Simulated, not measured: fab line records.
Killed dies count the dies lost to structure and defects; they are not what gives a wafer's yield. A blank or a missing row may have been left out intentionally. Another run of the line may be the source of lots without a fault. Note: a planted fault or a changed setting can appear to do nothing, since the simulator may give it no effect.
Which tool did it? || flow nand_harc || 10 lots, 30 wafers sampled, at 2 steps of a route of 1159

## WHAT EACH GAUGE READ, for each wafer
NHARC_A_CONTACT_OVL_MEAS_70.
{"lot": "L075", "measured": "day 17 17:02", "on": "overlay-02", "overlay_x_nm (nm)": "0.2 0.1 -0.1"}
{"lot": "L077", "measured": "day 18 19:59", "on": "overlay-01", "overlay_x_nm (nm)": "-0.1 -0.8 -0.3"}
{"lot": "L081", "measured": "day 19 07:47", "on": "overlay-01", "overlay_x_nm (nm)": "0.4 0.5 0.2"}
{"lot": "L082", "measured": "day 19 13:03", "on": "overlay-02", "overlay_x_nm (nm)": "0.5 0.6 0.7"}
{"lot": "L085", "measured": "day 21 00:16", "on": "overlay-02", "overlay_x_nm (nm)": "-1.2 -1.2 -1.2"}
{"lot": "L091", "measured": "day 21 09:07", "on": "overlay-02", "overlay_x_nm (nm)": "0.5 0.5 1.0"}
{"lot": "L089", "measured": "day 22 00:44", "on": "overlay-01", "overlay_x_nm (nm)": "-0.3 -0.2 0.2"}
{"lot": "L090", "measured": "day 22 10:49", "on": "overlay-01", "overlay_x_nm (nm)": "-0.8 -1.1 -1.0"}
{"lot": "L094", "measured": "day 22 13:46", "on": "overlay-01", "overlay_x_nm (nm)": "-1.0 -1.1 -0.4"}
{"lot": "L096", "measured": "day 23 03:38", "on": "overlay-02", "overlay_x_nm (nm)": "-0.6 0.4 0.0"}

## WHICH TOOL RAN EACH LOT (tool, then ch and the chambers of the sampled wafers, then the start)
{"lot": "L075", "NHARC_A_CONTACT_ETCH_102": "rie_diel-11 ch 1,3, day 17 12:45"}
{"lot": "L077", "NHARC_A_CONTACT_ETCH_102": "rie_diel-13 ch 2,3, day 18 15:24"}
{"lot": "L081", "NHARC_A_CONTACT_ETCH_102": "rie_diel-08 ch 1,2,3, day 19 04:44"}
{"lot": "L082", "NHARC_A_CONTACT_ETCH_102": "rie_diel-08 ch 0,2,3, day 19 07:44"}
{"lot": "L085", "NHARC_A_CONTACT_ETCH_102": "rie_diel-08 ch 1,3, day 20 19:10"}
{"lot": "L091", "NHARC_A_CONTACT_ETCH_102": "rie_diel-11 ch 0,2,3, day 21 00:54"}
{"lot": "L089", "NHARC_A_CONTACT_ETCH_102": "rie_diel-13 ch 0,2,3, day 21 19:14"}
{"lot": "L090", "NHARC_A_CONTACT_ETCH_102": "rie_diel-13 ch 0,1,2, day 22 05:25"}
{"lot": "L094", "NHARC_A_CONTACT_ETCH_102": "rie_diel-11 ch 0,2,3, day 22 10:41"}
{"lot": "L096", "NHARC_A_CONTACT_ETCH_102": "rie_diel-13 ch 0,1,3, day 22 22:34"}
- NHARC_A_CONTACT_ETCH_102: etches the open film in CF4/O2, target depth 70 nm, overetch 7 nm, time 38.5 s.

## THE ANSWER, worked out from the rows above alone
Rule: the usual values come from the lots themselves. The widest of any qualifying gaps counts: lots, ordered by their means at a reading, are off when they make up no more than a third of the lots, leave a main group of 4 or more, and stand apart from it by 3 or more times the standard deviation of that group's means. A main group is skipped when, at the precision printed for the reading in the tables above, its means are all equal. A lot without any number at a reading at which 4 lots or more have one is off too. The other lots that the step has rows for count as sound.
No lot is off at any reading shown: from this, nothing can be told.

## WHAT HAD BEEN PUT IN BY THE SIMULATOR
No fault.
